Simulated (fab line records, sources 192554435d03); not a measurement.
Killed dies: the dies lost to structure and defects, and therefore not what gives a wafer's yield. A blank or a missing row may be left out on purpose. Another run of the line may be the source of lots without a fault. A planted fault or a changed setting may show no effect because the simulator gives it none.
fab line records    flow n5Finfet
record lots=6  wafers=18  lastDay=17
route steps=1938 shown BEOL_M15@1808 PASSIVATION@1936
lots that met no fault: taken from a fault-free run of the same line
startH: hours from the record's first day to the start of the lot's first wafer shown    waitH: hours since the lot's step before    " repeats the value in the row above    L1.1+2: a row that stands for several wafers    - either no value or no given start    * or withheld: withheld    < > ~ a bound
route shown NAME@n: NAME is a module with steps in the file, n the number in the route of the first one    usual: mean/standard deviation taken from wafers without a fault    same: alike in all rows    chamber/n: place in a boat    sites: readings site by site    _std_site: standard deviation across them    _edge_site: mean of outer sites minus mean of inner sites    radiusMm: for every site, how far away it sits from the centre of the wafer    mask NAME#n: copy n    behind: the last tool/chamber to shape the wafer    hold: why the lot was held/for how many hours/how that ended    device: the n, p or np transistor that did not switch    end of line: tests run on the same wafers once the route is complete    for a step that has no rows: nothing shown but its recipe    killed: not the wafer's yield, but the dies lost to structure and defects at the first sort    map: dies across one wafer; x = killed, . = not, _ = none there
set.NAME: setting as actually run; set.NAME@STEP: the setting as run at that earlier step    model.NAME: the simulator's own value behind a step, which no gauge read
a table for each step, a row for each wafer; lots at some steps of the route
services: the hour from which a tool's chamber was out of use, counted from the record's first day as startH (under 0 if before that day), plus the number of hours and why
## steps
# step N5_BEOL_M15_ETCH_61
# recipe chemistry=N2/H2  target=BARC  targetDepthA=890  overetchA=267  timeS=67.9  ionEnergyEv=200  pressureMtorr=30  sourceW=840  biasW=150  n2FlowSccm=200  h2FlowSccm=200
# usual drypumpMotorCurrentA=5.6/0.47  oesProductAu=0.71/0.073  rfVppV=524.7/2.2  showerheadPlenumPTorr=2.58/0.078  throttleValvePct=17.9/0.3
# same timeS=67.9
lot.wafer  tool        chamber  startH  waitH  drypumpMotorCurrentA  oesProductAu  rfHoursCounterH  rfVppV  showerheadPlenumPTorr  throttleValvePct
L977.3     rieDiel-02  3        284.19  0.0    5.4                   0.71          66               528.0   2.70                   17.9
L977.4     "           1        "       "      5.8                   0.61          212              525.3   2.64                   18.4
L977.5     "           0        "       "      6.0                   0.62          -                522.7   2.51                   18.1
L979.3     rieDiel-02  0        301.22  0.0    6.0                   0.61          226              523.6   2.51                   18.1
L979.4     "           2        "       "      5.7                   0.78          18               523.2   2.49                   17.9
L979.5     "           0        "       "      6.0                   0.61          -                522.7   2.51                   18.1
L984.3     rieDiel-05  3        323.41  0.0    5.3                   0.77          23               521.9   2.51                   18.1
L984.4     "           0        "       "      6.5                   0.60          -                524.3   2.60                   18.3
L984.5     "           2        "       "      5.8                   0.73          -                521.9   2.48                   17.6
L993.1     rieDiel-04  2        371.49  0.0    4.9                   0.65          146              524.5   2.55                   17.9
L993.3     "           0        "       "      5.3                   0.73          65               528.1   2.66                   17.3
L993.4     "           3        "       "      5.0                   0.69          88               525.6   2.56                   17.5
L994.2     rieDiel-02  1        395.03  0.0    5.9                   0.58          243              525.8   2.63                   18.4
L994.5     "           3        "       "      5.4                   0.69          -                527.1   2.69                   17.9
L994.6     "           1        "       "      5.9                   0.59          -                526.7   2.63                   18.4
L996.3     rieDiel-05  1        404.06  0.0    5.5                   0.78          22               522.0   2.51                   17.8
L996.4     "           2        "       "      5.8                   0.70          89               522.3   2.47                   17.6
L996.6     "           3        "       "      5.3                   0.73          -                523.3   2.50                   18.1
# step N5_BEOL_M15_TRENCH_ETCH_34
# recipe chemistry=C4F8/O2/Ar  target=SiO2  targetDepthA=8729.3  heInnerTorr=15  heOuterTorr=30  timeS=199  ionEnergyEv=800  pressureMtorr=20  sourceW=1905  biasW=2040  Ar_flow_sccm=400  C4F8_flow_sccm=16  O2_flow_sccm=12
# step N5_BEOL_M15_STRIP_36
# recipe chemistry=O2  powerW=600  tempC=60  pressureMtorr=30  rfFrequencyHz=6e+07  biasPowerW=0  overashFraction=0.3  o2FlowSccm=225
# usual drypumpMotorCurrentA=5.6/0.47  oesProductAu=0.83/0.099  rfVppV=3.7/0.89  showerheadPlenumPTorr=2.12/0.08  throttleValvePct=16.63/0.28
lot.wafer  tool        chamber  startH  waitH  drypumpMotorCurrentA  oesProductAu  rfHoursCounterH  rfVppV  showerheadPlenumPTorr  throttleValvePct
L977.3     rieDiel-04  0        284.47  0.0    5.3                   0.89          38               3.7     2.25                   16.35
L977.4     "           1        "       "      6.2                   1.00          5                4.1     2.26                   16.65
L977.5     "           3        "       "      5.0                   0.84          -                2.8     2.09                   16.08
L979.3     rieDiel-05  3        305.44  4.0    5.2                   0.92          17               2.0     2.07                   16.76
L979.4     "           1        "       "      5.5                   0.68          250              2.8     2.04                   16.74
L979.5     "           2        "       "      5.8                   0.86          -                3.2     2.02                   16.30
L984.3     rieDiel-05  3        326.60  2.9    5.2                   0.91          23               4.6     2.07                   16.80
L984.4     "           3        "       "      5.3                   0.91          -                5.3     2.07                   16.76
L984.5     "           2        "       "      5.8                   0.85          -                3.9     2.02                   16.35
L993.1     rieDiel-05  1        372.24  0.5    5.5                   0.96          12               3.6     2.04                   16.37
L993.3     "           3        "       "      5.3                   0.89          36               4.4     2.07                   16.77
L993.4     "           1        "       "      5.5                   0.96          -                3.5     2.04                   16.38
L994.2     rieDiel-04  0        395.39  0.1    5.2                   0.84          72               2.9     2.24                   16.44
L994.5     "           1        "       "      6.2                   0.90          -                4.4     2.25                   16.75
L994.6     "           0        "       "      5.3                   0.83          -                3.0     2.24                   16.41
L996.3     rieDiel-04  0        404.33  0.0    5.3                   0.84          74               4.7     2.24                   16.41
L996.4     "           3        "       "      5.0                   0.80          97               3.0     2.08                   16.13
L996.6     "           2        "       "      4.9                   0.76          -                4.4     2.12                   16.86
# step N5_BEOL_M15_STRIP_62
# recipe chemistry=O2  powerW=600  tempC=60  pressureMtorr=30  rfFrequencyHz=6e+07  biasPowerW=0  overashFraction=0.3  o2FlowSccm=225
# usual drypumpMotorCurrentA=5.6/0.47  oesProductAu=0.83/0.097  rfVppV=3.6/0.44  showerheadPlenumPTorr=2.12/0.08  throttleValvePct=16.63/0.28
lot.wafer  tool        chamber  startH  waitH  drypumpMotorCurrentA  oesProductAu  rfHoursCounterH  rfVppV  showerheadPlenumPTorr  throttleValvePct
L977.3     rieDiel-04  0        -       -      5.3                   0.86          38               3.5     2.25                   16.35
L977.4     "           1        "       "      6.2                   0.98          5                3.4     2.26                   16.67
L977.5     "           3        "       "      5.0                   0.83          -                3.4     2.09                   16.05
L979.3     rieDiel-05  3        -       -      5.3                   0.93          17               4.4     2.07                   16.74
L979.4     "           1        "       "      5.6                   0.67          250              3.1     2.04                   16.75
L979.5     "           2        "       "      5.8                   0.86          -                3.4     2.02                   16.29
L984.3     rieDiel-05  3        -       -      5.3                   0.91          23               4.4     2.07                   16.78
L984.4     "           3        "       "      5.3                   0.90          -                3.6     2.07                   16.78
L984.5     "           2        "       "      5.8                   0.84          -                4.1     2.02                   16.32
L993.1     rieDiel-05  1        -       -      5.6                   0.95          12               3.3     2.04                   16.36
L993.3     "           3        "       "      5.3                   0.88          36               3.6     2.07                   16.82
L993.4     "           1        "       "      5.5                   0.95          -                3.5     2.04                   16.37
L994.2     rieDiel-04  0        -       -      5.3                   0.83          72               3.9     2.24                   16.39
L994.5     "           1        "       "      6.2                   0.91          -                4.0     2.25                   16.71
L994.6     "           0        "       "      5.3                   0.84          -                3.6     2.24                   16.42
L996.3     rieDiel-04  0        -       -      5.3                   0.83          74               3.5     2.24                   16.44
L996.4     "           3        "       "      5.0                   0.79          97               3.9     2.08                   16.14
L996.6     "           2        "       "      4.9                   0.75          -                3.8     2.12                   16.85
# step N5_BEOL_M15_STRIP_37
# recipe chemistry=O2  powerW=600  tempC=60  pressureMtorr=30  rfFrequencyHz=6e+07  biasPowerW=0  overashFraction=0.3  o2FlowSccm=225
# step N5_BEOL_M15_ETCH_38
# recipe chemistry=CF4/N2  target=SiCN  targetDepthA=1064  taperDeg=2  timeS=120.5  ionEnergyEv=150  maskMaterial=SiO2  pressureMtorr=40  sourceW=430  biasW=70  Ar_flow_sccm=100  cf4FlowSccm=60  n2FlowSccm=60
# step N5_BEOL_M15_PRECLEAN_39
# recipe chemistry=residueRemover  timeS=60  tempC=40
# step N5_BEOL_M15_SRD_40
# recipe timeS=30  tempC=23  rinseLiquid=diw  dry=n2Spin  spinRpm=1500  dryTimeS=30
# step N5_BEOL_M15_DEGAS_41
# recipe ambient=vacuum  tempC=300  timeS=60
# usual heaterPowerW=472/62
# same timeS=60
lot.wafer  tool           chamber  startH  waitH  heaterPowerW
L977.3     pvdSputter-02  -        285.29  0.5    490
L977.4     "              -        "       "      565
L977.5     "              -        "       "      400
L979.3     pvdSputter-01  -        306.02  0.2    482
L979.4     "              -        "       "      504
L979.5     "              -        "       "      490
L984.3     pvdSputter-01  -        327.18  0.3    426
L984.4     "              -        "       "      501
L984.5     "              -        "       "      436
L993.1     pvdSputter-03  -        372.78  0.2    500
L993.3     "              -        "       "      444
L993.4     "              -        "       "      418
L994.2     pvdSputter-02  -        396.43  0.7    420
L994.5     "              -        "       "      495
L994.6     "              -        "       "      419
L996.3     pvdSputter-01  -        404.83  0.2    437
L996.4     "              -        "       "      480
L996.6     "              -        "       "      645
# step N5_BEOL_M15_PRE_CLEAN_42
# recipe gas=H2/He  timeS=30  tempC=300
# step N5_BEOL_M15_SPUTTER_43
# recipe material=TaN  targetThkA=150  tempC=50  biasV=168.6  powerW=15000  chamberPressurePa=0.12  timeS=24.19
# step N5_BEOL_M15_SPUTTER_44
# recipe material=Ta  targetThkA=150  tempC=50  biasV=80  powerW=15000  chamberPressurePa=0.07  timeS=24.19
# usual throttleValvePct=30.3/0.85
lot.wafer  tool           chamber  startH  waitH  throttleValvePct  model.Ta_of_BEOL_M15_SPUTTER_44.thkNm
L977.3     pvdSputter-02  -        285.45  0.0    29.8              15.2
L977.4     "              -        "       "      31.0              15
L977.5     "              -        "       "      29.7              15.2
L979.3     pvdSputter-01  -        306.18  0.0    29.6              12.4
L979.4     "              -        "       "      30.4              12
L979.5     "              -        "       "      30.6              15
L984.3     pvdSputter-01  -        327.34  0.0    28.3              11.8
L984.4     "              -        "       "      30.2              12.4
L984.5     "              -        "       "      28.2              14.6
L993.1     pvdSputter-03  -        372.94  0.0    30.6              14.8
L993.3     "              -        "       "      31.0              14.6
L993.4     "              -        "       "      30.9              15
L994.2     pvdSputter-02  -        396.59  0.0    29.6              14.8
L994.5     "              -        "       "      29.9              15
L994.6     "              -        "       "      29.7              14.8
L996.3     pvdSputter-01  -        404.99  0.0    28.3              14.8
L996.4     "              -        "       "      29.5              15.4
L996.6     "              -        "       "      30.1              15.4
# step N5_BEOL_M15_SPUTTER_45
# recipe material=Cu  targetThkA=1000  tempC=-20  biasV=60  powerW=26000  chamberPressurePa=0.13  timeS=16.67
# step N5_BEOL_M15_ECD_47
# recipe material=Cu  targetThkA=18600
# step N5_BEOL_M15_ANNEAL_48
# recipe tempC=225  timeS=90  ambient=N2
# usual wafer_temp_C_max=226.2/0.4
# same timeS=90
lot.wafer  tool          chamber  startH  waitH  wafer_temp_C_max
L977.3     rtpAnneal-02  0        285.98  0.2    226.2
L977.4     "             0        "       "      226.6
L977.5     "             0        "       "      226.4
L979.3     rtpAnneal-02  0        306.71  0.2    226.1
L979.4     "             0        "       "      226.9
L979.5     "             0        "       "      226.8
L984.3     rtpAnneal-01  0        328.05  0.4    225.9
L984.4     "             0        "       "      226.1
L984.5     "             0        "       "      225.7
L993.1     rtpAnneal-02  0        373.49  0.2    226.7
L993.3     "             0        "       "      226.8
L993.4     "             0        "       "      226.2
L994.2     rtpAnneal-02  0        397.07  0.2    227.0
L994.5     "             0        "       "      226.2
L994.6     "             0        "       "      226.3
L996.3     rtpAnneal-02  0        405.52  0.2    226.8
L996.4     "             0        "       "      226.2
L996.6     "             0        "       "      226.3
# step N5_BEOL_M15_CMP_49
# recipe stopOn=SiO2  tOverpolishS=4.9  downForcePsi=2  platenRpm=80  clearingPlatenDownForcePsi=2  clearingPlatenRpm=80  postCmpClean=cuAlkaline  targetThkNm=850  clearingPlatenPadVelocityMS=1.5917  padVelocityMS=1.5917
# usual barrierFieldEndpointS=11.34/0.25  headPressurePsi=2.000/0.004  motorCurrentA=8.1/0.58  padLifeWafers=782/470  platenRpm=80.00/0.055  slurryFilterDpKPa=13.50/0.16
lot.wafer  tool    chamber  startH  waitH  barrierFieldEndpointS  headPressurePsi  motorCurrentA  padLifeWafers  platenRpm  slurryFilterDpKPa
L977.3     cmp-03  1        286.19  0.2    11.13                  2.001            9.6            324            79.96      13.40
L977.4     "       2        "       "      11.42                  1.998            8.9            325            80.00      13.16
L977.5     "       1        "       "      11.32                  2.000            9.2            -              79.96      13.71
L979.4     cmp-04  0        306.92  0.1    9.90                   1.999            7.7            666            80.02      13.76
L979.3     "       1        "       "      10.18                  2.004            8.1            667            79.90      13.47
L979.5     "       1        "       "      10.96                  2.004            7.9            -              79.97      13.45
L984.4     cmp-01  0        328.33  0.2    10.09                  2.000            7.4            176            79.97      13.46
L984.3     "       1        "       "      9.99                   1.996            8.5            177            80.07      13.83
L984.5     "       3        "       "      10.81                  1.995            8.0            -              79.98      13.45
L993.4     cmp-04  3        373.78  0.1    11.49                  2.000            8.7            1182           79.93      13.20
L993.1     "       1        "       "      11.58                  2.000            7.5            1184           80.01      13.72
L993.3     "       2        "       "      11.11                  2.005            7.6            1185           79.96      13.36
L994.2     cmp-01  3        397.41  0.3    11.09                  1.995            8.1            590            79.86      13.52
L994.6     "       1        "       "      11.06                  1.999            8.4            -              80.03      13.67
L994.5     "       2        "       "      11.17                  2.001            8.5            -              80.02      13.47
L996.3     cmp-03  0        405.76  0.2    11.23                  2.004            7.2            1177           79.97      13.57
L996.4     "       1        "       "      11.72                  1.996            9.9            1178           80.02      13.33
L996.6     "       0        "       "      11.75                  2.000            7.1            -              79.96      13.63
# step N5_BEOL_M15_THK_MEAS_50
# recipe thkMeasGauge=xrf  reads=Cu_of_BEOL_M15_ECD_47
# usual M15_THK=848/18
lot.wafer  tool          chamber  startH  waitH  M15_THK[nm]
L977.3     filmMetro-02  -        286.49  -      859
L977.4     "             -        "       "      831
L977.5     "             -        "       "      822
L979.3     filmMetro-02  -        307.21  -      828
L979.4     "             -        "       "      869
L979.5     "             -        "       "      828
L984.3     filmMetro-01  -        328.55  -      862
L984.4     "             -        "       "      831
L984.5     "             -        "       "      840
L993.1     filmMetro-02  -        374.08  -      871
L993.3     "             -        "       "      855
L993.4     "             -        "       "      849
L994.2     filmMetro-02  -        397.63  -      809
L994.5     "             -        "       "      835
L994.6     "             -        "       "      805
L996.3     filmMetro-02  -        406.02  -      859
L996.4     "             -        "       "      838
L996.6     "             -        "       "      852
# step N5_PASSIVATION_PROBE_49
# usual defectLimitedYield=91.5/1.7  killed_at_M0_to_M3=33/11  killed_at_M4_up=13/5.2  killedAtContacts=11/5.7  killedAtFrontEnd=39/11  killedAtOther=4/3  killedDies=101/20  killedOpen=66/15  killedShort=33/8.4  sort_bin_5_function=5.0/1.1  sort_bin_6_memory=3.2/0.69  sort_bin_8_speed=0.1/0.52  sortNPass=1078/20  sortYieldPct=91.4/1.7
# same grossDies=1180  killedAtBackSide=0  sort_bin_4_leakage[%]=0
lot.wafer  tool       chamber  startH  waitH  defectLimitedYield[%]  killed_at_M0_to_M3  killed_at_M4_up  killedAtContacts  killedAtFrontEnd  killedAtOther  killedDies  killedOpen  killedShort  sort_bin_5_function[%]  sort_bin_6_memory[%]  sort_bin_8_speed[%]  sortNPass  sortYieldPct[%]
L993.4     prober-01  -        386.82  0.2    92.5                   28                  5                11                33                12             89          48          38           4.5                     2.5                   0                    1091       92.5
# killed by level:class
L993.4 BEOL_M3:geometricParticle:open=14 FIN_SAQP:geometricParticle:open=7 GATE_CUT:geometricParticle:short=7 BEOL_M0_SAQP:geometricParticle:short=7 MOL_CONTACT_COAG:geometricParticle:open=6 MOL_CONTACT_COAG:geometricParticle:short=5 STI_FIN_REVEAL:geometricParticle:open=4 STARTING-WAFER:geometricParticle:short=4
## services
tool           chamber  startH  hours  kind
cmp-03         -        261.62  0.7    repair
rieDiel-02     2        266.68  5.1    repair
cmp-03         -        272.80  6.5    pm
cmp-04         -        276.78  0.6    repair
cmp-03         -        286.88  18.2   pm
rtpAnneal-01   -        290.55  5.1    pm
cmp-01         -        294.23  3.9    repair
cmp-04         -        296.31  1.8    repair
cmp-01         -        298.98  4.0    pm
rieDiel-05     1        305.69  -      clean
rieDiel-05     1        305.69  -      consumableReplace:focusRing
rieDiel-05     1        305.69  27.6   scheduledDown
cmp-01         -        313.44  1.2    repair
rieDiel-05     -        319.34  2.8    pm
rieDiel-04     0        324.21  1.2    repair
rieDiel-02     -        330.92  3.4    repair
cmp-04         -        341.81  5.5    pm
pvdSputter-01  -        354.49  2.5    repair
cmp-01         -        367.52  13.8   pm
cmp-01         -        381.38  2.1    repair
cmp-04         -        383.28  0.5    repair
cmp-01         -        389.41  6.3    repair
cmp-04         -        404.16  0.8    repair
rieDiel-05     2        405.28  21.1   repair
## key
firstSign step=N5_BEOL_M15_CMP_49  reading=barrierFieldEndpointS  direction=down  sigmas=5.2  usual=11.34  struck=10.04
effect none on later readings
modelEffect step=N5_BEOL_M15_SPUTTER_44  value=Ta_of_BEOL_M15_SPUTTER_44.thkNm  without=14.85  struck=12.15
metAt N5_BEOL_M15_SPUTTER_44
struckWafers L979.3,L979.4,L984.3,L984.4
fault kind=processParameterDrift  tool=pvdSputter-01  chamber=-  onsetH=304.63  steps=N5_BEOL_M15_SPUTTER_44  channel=timeS  offset=*  shape=step  endH=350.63  scope=struckWafersOnly  actsIn=*  stated=*
